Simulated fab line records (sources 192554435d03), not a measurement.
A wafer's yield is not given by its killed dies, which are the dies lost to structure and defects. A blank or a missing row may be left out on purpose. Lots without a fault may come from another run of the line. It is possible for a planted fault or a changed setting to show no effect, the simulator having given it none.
Which tool was responsible?	flow n5 finfet	10 lots, 30 wafers sampled, at 4 steps of a route of 1938

## WHAT THE GAUGES SHOWED, per wafer
N5_MIM_BOT_LITHO_CD_MEAS_08 targets a cd of 3000 nm. Usual: cd nm 3000.1 nm, standard deviation 2.
lot	measured	on	cd nm (nm)	flag
L260	day 13 00:37	cd sem-02	3001.3 2999.4 3000.1	
L261	day 13 07:08	cd sem-02	2995.3 2995.4 2996.9	
L263	day 13 17:48	cd sem-02	3000.9 2998.8 2996.8	
L262	day 13 20:19	cd sem-02	2997.0 2998.8 2995.8	
L268	day 15 11:49	cd sem-03	2999.0 2999.4 2997.4	
L269	day 15 16:30	cd sem-03	3000.2 2997.0 2999.9	
L271	day 15 20:09	cd sem-03	3002.7 2999.7 3002.1	
L276	day 17 23:21	cd sem-02	3001.1 3003.9 3000.8	
L278	day 18 09:56	cd sem-03	2999.4 2999.6 3001.6	
L277	day 19 05:21	cd sem-02	2997.3 3000.1 3000.5	

N5_PASSIVATION_INSPECT_61: inspects for defects (macro). Usual: raw defect count 2.2, standard deviation 1.4.
lot	measured	on	raw defect count	flag
L260	day 13 04:25	defect inspect-02	2 1 5	
L261	day 13 08:37	defect inspect-01	1 3 2	
L263	day 13 19:29	defect inspect-02	4 5 2	
L262	day 13 22:30	defect inspect-01	3 1 2	
L268	day 15 14:06	defect inspect-01	0 >300 1	
L269	day 15 21:29	defect inspect-01	2 >300 >300	
L271	day 15 23:07	defect inspect-02	1 0 1	
L276	day 18 00:50	defect inspect-02	3 4 0	
L278	day 18 11:49	defect inspect-01	3 2 2	
L277	day 19 11:26	defect inspect-02	4 2 2	

## TOOL THAT RAN EACH LOT (tool first, then ch and the chambers of the sampled wafers, then the start)
lot	N5_MIM_BOT_ETCH_ETCH_00	N5_PASSIVATION_PECVD_01
L260	rie metal-02 ch 0,1, day 13 00:58	pecvd-04 ch 0,1, day 13 01:38
L261	rie metal-02 ch 0,1, day 13 07:28	pecvd-01 ch 1,2, day 13 08:10
L263	rie metal-01 ch 0,1, day 13 18:10	pecvd-04 ch 0,2, day 13 18:49
L262	rie metal-01 ch 0,1, day 13 20:43	pecvd-03 ch 0,1,2, day 13 21:22
L268	rie metal-01 ch 0,1, day 15 12:08	pecvd-01 ch 0,2, day 15 12:49
L269	rie metal-01 ch 0,1, day 15 17:05	pecvd-01 ch 0,1,2, day 15 17:46
L271	rie metal-02 ch 1, day 15 20:34	pecvd-01 ch 1,2, day 15 21:26
L276	rie metal-03 ch 0,1, day 17 23:43	pecvd-01 ch 0,2, day 18 00:24
L278	rie metal-02 ch 0,1, day 18 10:23	pecvd-03 ch 0,1, day 18 11:17
L277	rie metal-01 ch 0,1, day 19 05:41	pecvd-04 ch 0,1,2, day 19 06:27
- N5_MIM_BOT_ETCH_ETCH_00: etches TiN in Cl2/BCl3, target depth 45.5 nm.
- N5_PASSIVATION_PECVD_01: deposits SiNx from SiH4/NH3/N2, target thk 200 nm, time 43.2 s.

## AS READ BY THE TOOLS THEMSELVES (means over the sampled wafers that have a number; for cases with no such wafer, the mark the record gives instead)
N5_MIM_BOT_ETCH_ETCH_00. Usual: drypump motor current A 5.6 A, standard deviation 0.37; mfc cl2 sccm 53.27 sccm, standard deviation 0.14; oes product au 0.83 a.u., standard deviation 0.1; throttle valve pct 22.13 %, standard deviation 0.13.
lot	tool	drypump motor current A (A)	mfc cl2 sccm (sccm)	oes product au (a.u.)	throttle valve pct (%)	flag
L260	rie metal-02	5.6	53.17	0.80	22.08	
L261	rie metal-02	5.5	53.32	0.71	22.06	
L263	rie metal-01	5.8	53.01	0.87	22.24	
L262	rie metal-01	5.4	53.39	0.86	22.25	
L268	rie metal-01	5.4	53.24	0.85	22.24	
L269	rie metal-01	5.7	53.24	0.86	22.25	
L271	rie metal-02	5.7	53.28	0.84	22.14	
L276	rie metal-03	5.8	53.24	0.92	21.99	
L278	rie metal-02	5.5	53.41	0.89	21.98	
L277	rie metal-01	5.4	53.28	0.82	22.26	

N5_PASSIVATION_PECVD_01. Usual: heater power outer w 158 W, standard deviation 58; heater power w 368 W, standard deviation 77; showerhead plenum p Torr 8.66 Torr, standard deviation 0.075; throttle valve pct 28.4 %, standard deviation 1.5.
lot	tool	heater power outer w (W)	heater power w (W)	showerhead plenum p Torr (Torr)	throttle valve pct (%)	flag
L260	pecvd-04	205	471	8.69	28.4	
L261	pecvd-01	89	289	8.63	28.6	
L263	pecvd-04	189	454	8.67	28.7	
L262	pecvd-03	140	359	8.63	28.3	
L268	pecvd-01	157	313	8.66	27.8	
L269	pecvd-01	139	327	8.68	28.9	
L271	pecvd-01	157	339	8.60	27.6	
L276	pecvd-01	192	368	8.73	29.2	
L278	pecvd-03	157	381	8.66	30.3	
L277	pecvd-04	176	409	8.67	28.4	

## THE ANSWER, worked out from the rows above alone
Rule: lot off if the mean of its wafers having a number is beyond 3 standard deviations from the usual mean. A lot without any number at a reading at which 4 lots or more have one is off too. The other lots that the step has rows for count as sound. Order of review: gauges by route order, followed by the tools' own readings, for which a lot's mean as printed above is used. The first step at which some lot is off is used, and at that step the reading that is off furthest; a lot without a number counts as furthest.
None of the lots is off at any reading shown; this tells nothing.

## WHAT THE SIMULATOR PUT IN
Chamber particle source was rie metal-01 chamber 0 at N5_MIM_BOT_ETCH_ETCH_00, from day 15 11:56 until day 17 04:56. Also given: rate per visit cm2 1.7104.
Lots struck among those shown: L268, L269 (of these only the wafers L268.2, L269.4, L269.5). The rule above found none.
